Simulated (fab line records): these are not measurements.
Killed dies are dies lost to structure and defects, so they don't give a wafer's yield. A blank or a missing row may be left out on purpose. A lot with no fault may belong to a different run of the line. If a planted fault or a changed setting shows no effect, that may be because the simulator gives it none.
The tool behind it: which one? ; flow n5-finfet ; 72 wafers from 24 lots sampled at 6 of the route's 1938 steps

## WHAT EACH GAUGE READ, for each wafer
N5_SDB_CD_MEAS_11: target cd 50 nm. Usual: cd-nm at 50.4 nm, with a standard deviation of 0.87.
lot;measured;on;cd-nm (nm);flag
L074;day 3 22:21;cd-sem-02;49.5 50.5 50.7;
L075;day 4 02:17;cd-sem-01;50.0 49.7 51.0;
L076;day 4 06:53;cd-sem-03;50.8 51.1 51.5;
L077;day 4 11:11;cd-sem-02;50.0 49.9 50.0;
L078;day 4 22:34;cd-sem-01;50.6 51.5 51.6;
L079;day 4 23:52;cd-sem-03;52.0 51.7 50.9;
L080;day 5 07:34;cd-sem-01;50.0 49.9 49.7;
L081;day 5 13:51;cd-sem-01;49.4 50.3 49.0;
L082;day 5 22:50;cd-sem-02;50.9 50.7 50.7;
L083;day 6 04:24;cd-sem-02;50.9 50.5 51.7;
L084;day 6 12:40;cd-sem-02;50.5 50.0 49.8;
L085;day 6 19:46;cd-sem-02;49.7 48.8 49.7;
L086;day 6 21:26;cd-sem-03;51.0 50.3 50.7;
L087;day 7 04:43;cd-sem-03;49.0 50.2 49.2;
L088;day 7 05:23;cd-sem-03;50.5 50.4 49.7;
L089;day 7 12:04;cd-sem-03;50.5 50.2 48.8;
L090;day 7 18:11;cd-sem-01;50.7 51.6 51.9;
L091;day 8 01:39;cd-sem-02;51.1 51.0 51.3;
L092;day 8 05:19;cd-sem-03;51.3 50.7 50.4;
L093;day 8 16:29;cd-sem-01;49.8 50.5 49.8;
L094;day 8 17:01;cd-sem-03;48.6 49.8 49.1;
L095;day 9 05:44;cd-sem-03;49.4 50.7 49.3;
L096;day 9 06:04;cd-sem-03;49.4 49.0 49.8;
L097;day 9 17:01;cd-sem-03;48.7 49.8 49.7;

N5_HKMG_FIN_INSPECT_61: inspects for defects (macro). Usual: raw-defect-count at 2, with a standard deviation of 1.5.
lot;measured;on;raw-defect-count;flag
L074;day 4 04:07;defect-inspect-02;0 1 2;
L075;day 4 08:41;defect-inspect-02;1 0 2;
L076;day 4 13:29;defect-inspect-02;1 2 3;
L077;day 4 16:43;defect-inspect-01;3 5 3;
L078;day 5 07:16;defect-inspect-02;5 2 0;
L079;day 5 08:28;defect-inspect-01;2 2 4;
L080;day 5 13:16;defect-inspect-02;2 0 0;
L081;day 5 19:16;defect-inspect-01;1 2 0;
L082;day 6 04:58;defect-inspect-01;2 2 0;
L083;day 6 10:38;defect-inspect-01;3 1 3;
L084;day 6 18:34;defect-inspect-01;3 2 1;
L085;day 7 01:40;defect-inspect-01;1 1 2;
L086;day 7 03:17;defect-inspect-02;1 3 2;
L087;day 7 10:20;defect-inspect-02;0 6 2;
L088;day 7 11:35;defect-inspect-02;2 1 0;
L089;day 7 17:37;defect-inspect-02;2 3 3;
L090;day 8 00:02;defect-inspect-02;1 4 1;
L091;day 8 07:11;defect-inspect-02;4 3 0;
L092;day 8 11:44;defect-inspect-01;2 2 2;
L093;day 8 22:40;defect-inspect-02;1 0 3;
L094;day 8 23:35;defect-inspect-01;2 0 3;
L095;day 9 11:26;defect-inspect-01;8 2 1;
L096;day 9 12:02;defect-inspect-01;2 2 1;
L097;day 9 23:25;defect-inspect-01;1 3 1;

## TOOL THAT RAN EACH LOT (tool first, then ch and the chambers of the sampled wafers, then the start)
lot;N5_DUMMY_GATE_STRIP_40;N5_SDB_HM_DEP_00;N5_SDB_STRIP_21;N5_SDB_STRIP_22
L074;rie-diel-03 ch 0,1,2, day 3 02:20;pecvd-01 ch 0,1,2, day 3 22:01;rie-diel-02 ch 0,1,3, day 3 22:39;plasma-asher-01 ch 0,1, day 3 22:47
L075;rie-diel-01 ch 0,1,3, day 3 07:17;pecvd-01 ch 0,1, day 4 01:50;rie-diel-06 ch 1, day 4 02:41;plasma-asher-02 ch 0,1, day 4 02:50
L076;rie-diel-03 ch 0,1,2, day 3 12:23;pecvd-04 ch 0,1,2, day 4 06:34;rie-diel-05 ch 0,2,3, day 4 07:11;plasma-asher-02 ch 0,1, day 4 07:17
L077;rie-diel-01 ch 1,2,3, day 3 17:34;pecvd-01 ch 0,1,2, day 4 10:52;rie-diel-02 ch 1,2, day 4 11:29;plasma-asher-02 ch 0,1, day 4 11:35
L078;rie-diel-01 ch 0,3, day 3 22:37;pecvd-01 ch 0,2, day 4 22:14;rie-diel-02 ch 0,1,3, day 4 22:52;plasma-asher-02 ch 0,1, day 4 22:58
L079;rie-diel-03 ch 0,1,2, day 4 04:05;pecvd-04 ch 1,2, day 4 23:25;rie-diel-02 ch 0,2,3, day 5 00:10;plasma-asher-01 ch 0,1, day 5 00:16
L080;rie-diel-04 ch 2,3, day 4 11:50;pecvd-01 ch 0,2, day 5 07:07;rie-diel-05 ch 2,3, day 5 07:52;plasma-asher-02 ch 0,1, day 5 07:58
L081;rie-diel-04 ch 0,2,3, day 4 19:33;pecvd-04 ch 0,1,2, day 5 13:24;rie-diel-02 ch 0,2,3, day 5 14:08;plasma-asher-01 ch 0,1, day 5 14:14
L082;rie-diel-01 ch 1,2, day 5 01:05;pecvd-04 ch 1,2, day 5 22:23;rie-diel-06 ch 0,1,2, day 5 23:29;plasma-asher-02 ch 0,1, day 5 23:35
L083;rie-diel-01 ch 1,2,3, day 5 07:56;pecvd-04 ch 0,1,2, day 6 03:58;rie-diel-02 ch 1,2,3, day 6 04:41;plasma-asher-01 ch 0,1, day 6 04:50
L084;rie-diel-01 ch 1,3, day 5 16:29;pecvd-01 ch 0,1,2, day 6 12:18;rie-diel-05 ch 0,3, day 6 12:58;plasma-asher-01 ch 0,1, day 6 13:04
L085;rie-diel-03 ch 1,2,3, day 5 22:56;pecvd-02 ch 1,2, day 6 19:26;rie-diel-06 ch 0,1,3, day 6 20:04;plasma-asher-01 ch 1, day 6 20:10
L086;rie-diel-01 ch 0,1,2, day 6 03:08;pecvd-04 ch 0,1,2, day 6 20:59;rie-diel-06 ch 0,1,3, day 6 21:44;plasma-asher-01 ch 0,1, day 6 21:50
L087;rie-diel-04 ch 0,1,3, day 6 07:27;pecvd-01 ch 1,2, day 7 04:16;rie-diel-05 ch 0,1,2, day 7 05:01;plasma-asher-02 ch 0,1, day 7 05:07
L088;rie-diel-04 ch 1,3, day 6 11:11;pecvd-01 ch 0,1,2, day 7 04:56;rie-diel-06 ch 0,1,3, day 7 05:52;plasma-asher-02 ch 0,1, day 7 05:58
L089;rie-diel-04 ch 0,1,3, day 6 16:55;pecvd-02 ch 1,2, day 7 11:37;rie-diel-05 ch 0,1,3, day 7 12:22;plasma-asher-01 ch 0,1, day 7 12:28
L090;rie-diel-04 ch 0,3, day 6 21:08;pecvd-01 ch 0,1,2, day 7 17:52;rie-diel-05 ch 0,2, day 7 18:47;plasma-asher-01 ch 0,1, day 7 18:55
L091;rie-diel-04 ch 0,1,3, day 7 04:13;pecvd-02 ch 0,1,2, day 8 01:12;rie-diel-06 ch 0,2, day 8 01:57;plasma-asher-01 ch 0,1, day 8 02:03
L092;rie-diel-04 ch 2,3, day 7 10:32;pecvd-04 ch 0,1,2, day 8 04:52;rie-diel-06 ch 0,2,3, day 8 05:36;plasma-asher-02 ch 0,1, day 8 05:53
L093;rie-diel-04 ch 1,2,3, day 7 22:02;pecvd-04 ch 0,2, day 8 16:02;rie-diel-05 ch 0,1,2, day 8 16:47;plasma-asher-02 ch 0, day 8 16:53
L094;rie-diel-01 ch 0,1,3, day 7 22:46;pecvd-01 ch 0,1, day 8 16:34;rie-diel-05 ch 1,2,3, day 8 17:18;plasma-asher-02 ch 0,1, day 8 17:25
L095;rie-diel-04 ch 0,1,3, day 8 09:13;pecvd-01 ch 0,2, day 9 05:16;rie-diel-02 ch 0,2,3, day 9 06:01;plasma-asher-02 ch 0,1, day 9 06:08
L096;rie-diel-01 ch 1,2, day 8 10:40;pecvd-01 ch 0,1,2, day 9 05:37;rie-diel-05 ch 1,2,3, day 9 06:22;plasma-asher-01 ch 0,1, day 9 06:31
L097;rie-diel-04 ch 0,1,2, day 8 18:59;pecvd-04 ch 0,1, day 9 16:32;rie-diel-05 ch 0,1,2, day 9 17:19;plasma-asher-02 ch 0,1, day 9 17:42
- N5_DUMMY_GATE_STRIP_40: strips in CF4.
- N5_SDB_HM_DEP_00: deposits SiNx from SiH4/NH3/N2, target thk 40 nm, time 35.3 s.
- N5_SDB_STRIP_21: strips in CF4.
- N5_SDB_STRIP_22: strips in N2/H2.

## WHAT THE TOOLS THEMSELVES READ (means of the sampled wafers that have a number; where no wafer has one, the mark that the record gives instead)
N5_DUMMY_GATE_STRIP_40. Usual: drypump-motor-current-A 5.9 A, standard deviation 0.65; oes-product-au 0.74 a.u., standard deviation 0.076; rf-vpp-V 270.9 V, standard deviation 1.8; showerhead-plenum-p-Torr 1.79 Torr, standard deviation 0.061; throttle-valve-pct 13.65 %, standard deviation 0.21.
lot;tool;drypump-motor-current-A (A);oes-product-au (a.u.);rf-vpp-V (V);showerhead-plenum-p-Torr (Torr);throttle-valve-pct (%);flag
L074;rie-diel-03;5.6;0.76;271.5;1.80;13.56;
L075;rie-diel-01;5.6;0.72;270.4;1.76;13.66;
L076;rie-diel-03;5.6;0.75;270.9;1.80;13.58;
L077;rie-diel-01;5.8;0.74;271.0;1.78;13.71;
L078;rie-diel-01;6.1;0.76;268.9;1.73;13.47;
L079;rie-diel-03;5.6;0.75;272.7;1.80;13.59;
L080;rie-diel-04;6.3;0.71;271.0;1.76;13.68;
L081;rie-diel-04;6.1;0.73;271.1;1.79;13.66;
L082;rie-diel-01;5.3;0.69;271.7;1.82;13.91;
L083;rie-diel-01;5.8;0.72;270.7;1.78;13.73;
L084;rie-diel-01;5.2;0.72;270.9;1.81;13.74;
L085;rie-diel-03;6.0;0.72;270.6;1.79;13.69;
L086;rie-diel-01;5.7;0.79;271.2;1.84;13.69;
L087;rie-diel-04;5.8;0.72;272.5;1.81;13.70;
L088;rie-diel-04;5.8;0.68;271.0;1.80;13.76;
L089;rie-diel-04;5.9;0.71;272.2;1.81;13.72;
L090;rie-diel-04;5.8;0.74;273.1;1.82;13.65;
L091;rie-diel-04;5.9;0.71;271.4;1.80;13.72;
L092;rie-diel-04;6.3;0.69;269.5;1.76;13.71;
L093;rie-diel-04;6.1;0.78;269.6;1.77;13.57;
L094;rie-diel-01;5.6;0.89;272.0;1.82;13.35;
L095;rie-diel-04;5.9;0.79;271.3;1.80;13.54;
L096;rie-diel-01;6.0;0.76;271.5;1.78;13.78;
L097;rie-diel-04;5.6;0.79;272.1;1.82;13.62;

N5_SDB_HM_DEP_00. Usual: heater-power-w 793 W, standard deviation 130; showerhead-plenum-p-Torr 5.15 Torr, standard deviation 0.044; throttle-valve-pct 39.0 %, standard deviation 2.5.
lot;tool;heater-power-w (W);showerhead-plenum-p-Torr (Torr);throttle-valve-pct (%);flag
L074;pecvd-01;727;5.17;39.5;
L075;pecvd-01;749;5.16;42.1;
L076;pecvd-04;910;5.14;38.2;
L077;pecvd-01;709;5.16;39.8;
L078;pecvd-01;798;5.17;37.9;
L079;pecvd-04;946;5.09;38.9;
L080;pecvd-01;712;5.17;37.7;
L081;pecvd-04;971;5.13;38.1;
L082;pecvd-04;969;5.10;38.8;
L083;pecvd-04;939;5.14;38.3;
L084;pecvd-01;669;5.15;39.7;
L085;pecvd-02;850;5.14;38.9;
L086;pecvd-04;941;5.13;38.1;
L087;pecvd-01;693;5.16;37.5;
L088;pecvd-01;733;5.16;39.7;
L089;pecvd-02;727;5.15;38.7;
L090;pecvd-01;705;5.16;39.8;
L091;pecvd-02;725;5.16;38.5;
L092;pecvd-04;924;5.15;38.1;
L093;pecvd-04;936;5.19;37.5;
L094;pecvd-01;658;5.16;42.1;
L095;pecvd-01;706;5.17;38.1;
L096;pecvd-01;742;5.17;39.9;
L097;pecvd-04;981;5.11;37.9;

N5_SDB_STRIP_21. Usual: drypump-motor-current-A 5.7 A, standard deviation 0.48; oes-product-au 0.77 a.u., standard deviation 0.084; rf-vpp-V 271.5 V, standard deviation 1.6; showerhead-plenum-p-Torr 1.81 Torr, standard deviation 0.066; throttle-valve-pct 13.61 %, standard deviation 0.3.
lot;tool;drypump-motor-current-A (A);oes-product-au (a.u.);rf-vpp-V (V);showerhead-plenum-p-Torr (Torr);throttle-valve-pct (%);flag
L074;rie-diel-02;6.2;0.77;272.1;1.82;13.42;
L075;rie-diel-06;5.9;0.69;269.3;1.71;14.11;
L076;rie-diel-05;5.4;0.69;270.6;1.78;13.73;
L077;rie-diel-02;6.4;0.81;273.7;1.89;13.37;
L078;rie-diel-02;6.2;0.76;272.0;1.82;13.43;
L079;rie-diel-02;6.0;0.73;271.5;1.81;13.52;
L080;rie-diel-05;5.1;0.70;271.8;1.81;13.74;
L081;rie-diel-02;6.0;0.74;272.1;1.81;13.53;
L082;rie-diel-06;5.6;0.70;270.1;1.73;13.98;
L083;rie-diel-02;6.1;0.75;271.6;1.84;13.50;
L084;rie-diel-05;5.2;0.79;272.1;1.83;13.50;
L085;rie-diel-06;5.8;0.76;271.2;1.79;13.81;
L086;rie-diel-06;5.8;0.75;270.7;1.79;13.80;
L087;rie-diel-05;5.5;0.90;272.0;1.83;13.39;
L088;rie-diel-06;5.8;0.75;271.4;1.79;13.82;
L089;rie-diel-05;5.3;0.81;272.0;1.81;13.54;
L090;rie-diel-05;5.7;0.91;272.6;1.86;13.26;
L091;rie-diel-06;5.6;0.69;269.8;1.75;13.95;
L092;rie-diel-06;5.5;0.75;271.8;1.80;13.74;
L093;rie-diel-05;5.5;0.87;271.3;1.83;13.43;
L094;rie-diel-05;5.2;0.80;272.9;1.86;13.63;
L095;rie-diel-02;6.0;0.70;271.3;1.80;13.60;
L096;rie-diel-05;5.2;0.80;272.5;1.86;13.65;
L097;rie-diel-05;5.5;0.85;271.7;1.83;13.45;

N5_SDB_STRIP_22. Usual: drypump-motor-current-A 5.50 A, standard deviation 0.18; heater-power-w 353 W, standard deviation 22; oes-product-au 0.715 a.u., standard deviation 0.005; strip-time-to-endpoint-s 96.2 s, standard deviation 0.37.
lot;tool;drypump-motor-current-A (A);heater-power-w (W);oes-product-au (a.u.);strip-time-to-endpoint-s (s);flag
L074;plasma-asher-01;5.37;346;0.714;96.4;
L075;plasma-asher-02;5.64;360;0.711;96.7;
L076;plasma-asher-02;5.52;342;0.718;96.3;
L077;plasma-asher-02;5.63;363;0.719;96.6;
L078;plasma-asher-02;5.62;360;0.717;96.2;
L079;plasma-asher-01;5.47;362;0.716;96.0;
L080;plasma-asher-02;5.53;339;0.714;96.7;
L081;plasma-asher-01;5.38;350;0.715;95.8;
L082;plasma-asher-02;5.61;360;0.713;96.0;
L083;plasma-asher-01;5.47;358;0.714;96.4;
L084;plasma-asher-01;5.46;358;0.716;96.3;
L085;plasma-asher-01;5.29;340;0.711;96.1;
L086;plasma-asher-01;5.39;348;0.717;96.0;
L087;plasma-asher-02;5.49;346;0.714;96.0;
L088;plasma-asher-02;5.51;343;0.717;96.0;
L089;plasma-asher-01;5.48;365;0.714;95.9;
L090;plasma-asher-01;5.37;348;0.712;96.8;
L091;plasma-asher-01;5.37;350;0.718;96.2;
L092;plasma-asher-02;5.62;362;0.716;95.9;
L093;plasma-asher-02;5.70;376;0.718;96.1;
L094;plasma-asher-02;5.65;362;0.715;96.3;
L095;plasma-asher-02;5.52;350;0.714;96.2;
L096;plasma-asher-01;5.38;341;0.717;96.5;
L097;plasma-asher-02;5.62;358;0.715;96.5;

## THE ANSWER, worked out from the rows above alone
Rule: take the mean of a lot's wafers that have a number; if it is more than 3 standard deviations from the usual mean, the lot is off. A lot without any number at a reading at which 4 lots or more have one is off too. Any other lot the step has rows for is counted as sound. The gauges are gone through in route order, then the tools' own readings, and for those a lot's mean is taken as printed above. The first step at which some lot is off is used, and at that step the reading that is off furthest; a lot without a number counts as furthest.
No lot is off on any of the readings shown, so nothing can be concluded from this.

## WHAT WAS PUT IN BY THE SIMULATOR
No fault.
